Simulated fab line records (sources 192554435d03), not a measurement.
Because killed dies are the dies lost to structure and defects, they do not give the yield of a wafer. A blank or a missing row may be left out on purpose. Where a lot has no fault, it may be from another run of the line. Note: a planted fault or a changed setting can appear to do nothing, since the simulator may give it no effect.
fab line records + flow n5_finfet
record:
- lots: 6
- wafers: 18
- last_day: 17
route steps=1938 shown GATE_CUT@512 MOL_CONTACT_COAG@517
lots with no fault: from the same line, run without faults
start_h: hours from the record's opening day to when the first of the lot's shown wafers began + wait_h: hours elapsed since this lot's preceding step + " the same as in the row above + L1.1+2: a row that stands for several wafers + - no value present, or no start provided + * or withheld: withheld + < > ~ a bound
route shown NAME@n: a module of which the file shows steps, and the number in the route of the first + usual: the fault-free wafers' mean and standard deviation + same: alike in all rows + chamber/n: place in a boat + sites: each site's reading + _std_site: standard deviation across them + _edge_site: inner sites' mean taken away from outer sites' mean + radius_mm: for every site, how far away it sits from the centre of the wafer + mask NAME#n: copy n + behind: tool/chamber where the wafer was last shaped + hold: the reason the lot was held/the length of the hold in hours/how it ended + device: whichever transistor did not switch (one of n, p or np) + end of line: the tests these same wafers got at the end of their route + a step with no rows: only its recipe + killed: the dies lost at the first sort to structure and to defects; this is not the yield of the wafer + map: shows each die of a wafer: x if killed, . if not, _ if none is there
set.NAME: the setting the step ran with; set.NAME@STEP: the setting that earlier step ran with + model.NAME: the simulator's own value behind a step, which no gauge read
lots seen at some steps along the route; tables by step, rows by wafer
services: from which hour (start_h, from the record's first day; less than 0 if before it) a tool's chamber was out of use, for how many hours, and why
== steps ==
step: N5_GATE_CUT_THK_MEAS_24
recipe:
- reads: SiO2_of_GATE_CUT_HM_DEP_46+SiO2_flowable_of_ILD0_FCVD_FILL_01
usual:
- GC_FILL_THK: 219.7/2.8
| lot.wafer | tool          | chamber | start_h | wait_h | GC_FILL_THK[nm] |
|-----------|---------------|---------|---------|--------|-----------------|
| L782.2    | film_metro-02 | -       | 91.77   | -      | 214.2           |
| L782.4    | "             | -       | "       | "      | 216.8           |
| L782.6    | "             | -       | "       | "      | 223.4           |
| L788.1    | film_metro-01 | -       | 128.69  | -      | 218.6           |
| L788.4    | "             | -       | "       | "      | 220.4           |
| L788.6    | "             | -       | "       | "      | 218.3           |
| L789.4    | film_metro-01 | -       | 138.76  | -      | 223.9           |
| L789.5    | "             | -       | "       | "      | 221.7           |
| L789.6    | "             | -       | "       | "      | 221.4           |
| L794.2    | film_metro-02 | -       | 163.78  | -      | 222.0           |
| L794.4    | "             | -       | "       | "      | 224.4           |
| L794.5    | "             | -       | "       | "      | 223.0           |
| L795.2    | film_metro-01 | -       | 169.93  | -      | 219.4           |
| L795.4    | "             | -       | "       | "      | 220.5           |
| L795.6    | "             | -       | "       | "      | 221.5           |
| L804.1    | film_metro-01 | -       | 231.11  | -      | 220.3           |
| L804.3    | "             | -       | "       | "      | 218.3           |
| L804.4    | "             | -       | "       | "      | 213.3           |
step: N5_GATE_CUT_CMP_43
recipe:
- material: SiO2
- post_cmp_clean: rinse_only
usual:
- motor_current_A: 11.9/1.2
| lot.wafer | tool   | chamber | start_h | wait_h | motor_current_A |
|-----------|--------|---------|---------|--------|-----------------|
| L782.4    | cmp-03 | 0       | 91.80   | 0.0    | 11.5            |
| L782.2    | "      | 2       | "       | "      | 11.1            |
| L782.6    | "      | 1       | "       | "      | 10.5            |
| L788.4    | cmp-03 | 1       | 128.88  | 0.2    | 11.8            |
| L788.1    | "      | 2       | "       | "      | 10.8            |
| L788.6    | "      | 0       | "       | "      | 12.3            |
| L789.4    | cmp-03 | 2       | 138.78  | 0.0    | 10.5            |
| L789.6    | "      | 2       | "       | "      | 10.7            |
| L789.5    | "      | 3       | "       | "      | 11.5            |
| L794.2    | cmp-04 | 1       | 163.81  | 0.0    | 14.5            |
| L794.4    | "      | 0       | "       | "      | 10.7            |
| L794.5    | "      | 1       | "       | "      | 14.6            |
| L795.2    | cmp-04 | 2       | 169.96  | 0.0    | 13.0            |
| L795.4    | "      | 0       | "       | "      | 10.3            |
| L795.6    | "      | 3       | "       | "      | 13.1            |
| L804.3    | cmp-01 | 1       | 231.22  | 0.1    | 13.2            |
| L804.1    | "      | 2       | "       | "      | 9.8             |
| L804.4    | "      | 3       | "       | "      | 11.8            |
step: N5_GATE_CUT_CMP_61
recipe:
- stop_on: SiNx
- t_overpolish_s: 3
- post_cmp_clean: alkaline_brush
- down_force_psi: 4
- platen_rpm: 27.09
- pad_velocity_m_s: 0.539
usual:
- motor_current_A: 12.0/1.2
| lot.wafer | tool   | chamber | start_h | wait_h | motor_current_A |
|-----------|--------|---------|---------|--------|-----------------|
| L782.4    | cmp-03 | 0       | 92.28   | 0.4    | 12.3            |
| L782.2    | "      | 2       | "       | "      | 10.0            |
| L782.6    | "      | 1       | "       | "      | 11.5            |
| L788.4    | cmp-03 | 1       | 129.26  | 0.3    | 11.1            |
| L788.1    | "      | 2       | "       | "      | 10.8            |
| L788.6    | "      | 0       | "       | "      | 12.1            |
| L789.4    | cmp-03 | 2       | 139.26  | 0.4    | 10.5            |
| L789.6    | "      | 2       | "       | "      | 11.0            |
| L789.5    | "      | 3       | "       | "      | 11.1            |
| L794.2    | cmp-04 | 1       | 164.29  | 0.4    | 13.4            |
| L794.4    | "      | 0       | "       | "      | 10.3            |
| L794.5    | "      | 1       | "       | "      | 13.6            |
| L795.2    | cmp-04 | 2       | 170.44  | 0.4    | 12.5            |
| L795.4    | "      | 0       | "       | "      | 10.5            |
| L795.6    | "      | 3       | "       | "      | 12.6            |
| L804.3    | cmp-01 | 1       | 231.65  | 0.3    | 13.5            |
| L804.1    | "      | 2       | "       | "      | 10.1            |
| L804.4    | "      | 3       | "       | "      | 11.8            |
step: N5_GATE_CUT_INSPECT_26
recipe:
- inspect_instrument: darkfield
- mode: post_cmp
usual:
- raw_defect_count: 38/18
| lot.wafer | tool              | chamber | start_h | wait_h | raw_defect_count |
|-----------|-------------------|---------|---------|--------|------------------|
| L782.2    | defect_inspect-02 | -       | 92.51   | 0.0    | 14               |
| L782.4    | "                 | -       | "       | "      | 12               |
| L782.6    | "                 | -       | "       | "      | 10               |
| L788.1    | defect_inspect-01 | -       | 129.43  | 0.0    | 55               |
| L788.4    | "                 | -       | "       | "      | 32               |
| L788.6    | "                 | -       | "       | "      | 28               |
| L789.4    | defect_inspect-02 | -       | 139.50  | 0.0    | 38               |
| L789.5    | "                 | -       | "       | "      | 17               |
| L789.6    | "                 | -       | "       | "      | 14               |
| L794.2    | defect_inspect-01 | -       | 164.52  | 0.0    | 70               |
| L794.4    | "                 | -       | "       | "      | 53               |
| L794.5    | "                 | -       | "       | "      | 99               |
| L795.2    | defect_inspect-02 | -       | 170.67  | 0.0    | 40               |
| L795.4    | "                 | -       | "       | "      | 16               |
| L795.6    | "                 | -       | "       | "      | 32               |
| L804.1    | defect_inspect-01 | -       | 231.85  | 0.0    | 41               |
| L804.3    | "                 | -       | "       | "      | 92               |
| L804.4    | "                 | -       | "       | "      | 46               |
step: N5_MOL_CONTACT_COAG_COAT_103
recipe:
- resist: SOC
- temp_c: 250
- time_s: 60
- spin_rpm: 1500
- resist_thk_nm: 80
step: N5_MOL_CONTACT_COAG_COAT_104
recipe:
- resist: SiARC
- temp_c: 220
- time_s: 60
- spin_rpm: 1500
- resist_thk_nm: 12
step: N5_MOL_CONTACT_COAG_COAT_58
recipe:
- resist: underlayer
- temp_c: 205
- time_s: 60
- spin_rpm: 1500
- resist_thk_nm: 10
step: N5_MOL_CONTACT_COAG_COAT_02
recipe:
- resist: CAR-EUV
- spin_rpm: 1500
- resist_thk_nm: 30
step: N5_MOL_CONTACT_COAG_EBR_04
recipe:
- solvent: PGMEA
- ebr_width_mm: 1.5
step: N5_MOL_CONTACT_COAG_SOFTBAKE_03
recipe:
- temp_c: 110
- time_s: 60
- resist: CAR-EUV
step: N5_MOL_CONTACT_COAG_EXPOSE_05
recipe:
- mask_id: CA
- na: 0.33
- source_shape: annular
- sigma_inner: 0.4
- sigma_outer: 0.8
- polarization: unpolarized
- defocus_nm: 0
- dose_mj: 38.25
step: N5_MOL_CONTACT_COAG_PEB_06
recipe:
- peb_temp_c: 100
- peb_time_s: 60
- resist: CAR-EUV
usual:
- chill_plate_temp_C: 23.02/0.096
- exhaust_pa: 45.0/0.88
| lot.wafer | tool           | chamber | start_h | wait_h | chill_plate_temp_C | exhaust_pa |
|-----------|----------------|---------|---------|--------|--------------------|------------|
| L782.2    | litho_track-02 | 0       | 92.86   | 0.0    | 22.93              | 44.4       |
| L782.4    | "              | 0       | "       | "      | 23.02              | 44.9       |
| L782.6    | "              | 0       | "       | "      | 22.92              | 45.4       |
| L788.1    | litho_track-04 | -       | 129.66  | 0.1    | -                  | -          |
| L788.4    | "              | -       | "       | "      | -                  | -          |
| L788.6    | "              | -       | "       | "      | -                  | -          |
| L789.4    | litho_track-02 | -       | 139.85  | 0.0    | -                  | -          |
| L789.5    | "              | -       | "       | "      | -                  | -          |
| L789.6    | "              | -       | "       | "      | -                  | -          |
| L794.2    | litho_track-04 | 0       | 164.87  | 0.0    | 23.14              | 43.5       |
| L794.4    | "              | 0       | "       | "      | 23.26              | 44.6       |
| L794.5    | "              | 0       | "       | "      | 22.94              | 43.7       |
| L795.2    | litho_track-02 | 0       | 170.90  | 0.0    | 22.98              | 46.2       |
| L795.4    | "              | 0       | "       | "      | 23.08              | 45.5       |
| L795.6    | "              | 0       | "       | "      | 23.17              | 45.0       |
| L804.1    | litho_track-04 | 0       | 232.21  | 0.1    | 22.94              | 46.8       |
| L804.3    | "              | 0       | "       | "      | 23.07              | 47.1       |
| L804.4    | "              | 0       | "       | "      | 22.96              | 46.2       |
step: N5_MOL_CONTACT_COAG_DEVELOP_07
recipe:
- develop_time_s: 30
- developer: TMAH
- resist: CAR-EUV
- rinse_liquid: surfactant_rinse
- dry: air_spin
- dev_temp_c: 23
== services ==
| tool           | chamber | start_h | hours | kind                           |
|----------------|---------|---------|-------|--------------------------------|
| cmp-04         | -       | 74.95   | 1.3   | repair                         |
| cmp-04         | -       | 81.02   | 0.5   | repair                         |
| litho_track-02 | -       | 92.12   | -     | consumable_replace:filter      |
| cmp-01         | -       | 106.98  | 32.5  | repair                         |
| cmp-01         | -       | 171.90  | 0.8   | repair                         |
| cmp-04         | -       | 183.56  | 0.9   | repair                         |
| cmp-01         | -       | 196.55  | 4.0   | pm                             |
| cmp-01         | -       | 200.55  | -     | consumable_replace:conditioner |
| cmp-01         | -       | 200.55  | -     | consumable_replace:pad         |
| cmp-03         | -       | 203.50  | 4.0   | pm                             |
| cmp-03         | -       | 207.50  | -     | consumable_replace:conditioner |
| cmp-03         | -       | 207.50  | -     | consumable_replace:pad         |
| cmp-01         | -       | 213.32  | 1.2   | repair                         |
| cmp-03         | -       | 218.71  | 1.1   | repair                         |
| cmp-03         | -       | 221.52  | 5.1   | pm                             |
== key ==
first_sign:
- step: N5_MOL_CONTACT_COAG_PEB_06
- reading: tool_record
- direction: missing
effect none on later readings
met_at N5_MOL_CONTACT_COAG_PEB_06
struck_wafers L788.1,L788.4,L788.6,L789.4,L789.5,L789.6
later_rows_left_out L788.1,L788.4,L788.6,L789.4,L789.5,L789.6
sort_left_out L788.1,L788.4,L788.6,L789.4,L789.5,L789.6
onset_between 92.86 129.66
fault:
- kind: skipped_step_whole
- tool: litho_track-02,litho_track-04
- chamber: -
- onset_h: 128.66
- steps: N5_MOL_CONTACT_COAG_PEB_06
- scope: struck_lots_only
sort_left_out: the simulated sort isn't trusted on such a fault, so these wafers' sort isn't shown, and their yield isn't known
later_rows_left_out: the simulator's readings of these wafers behind a module that went badly wrong aren't trusted and aren't shown, but for the sort
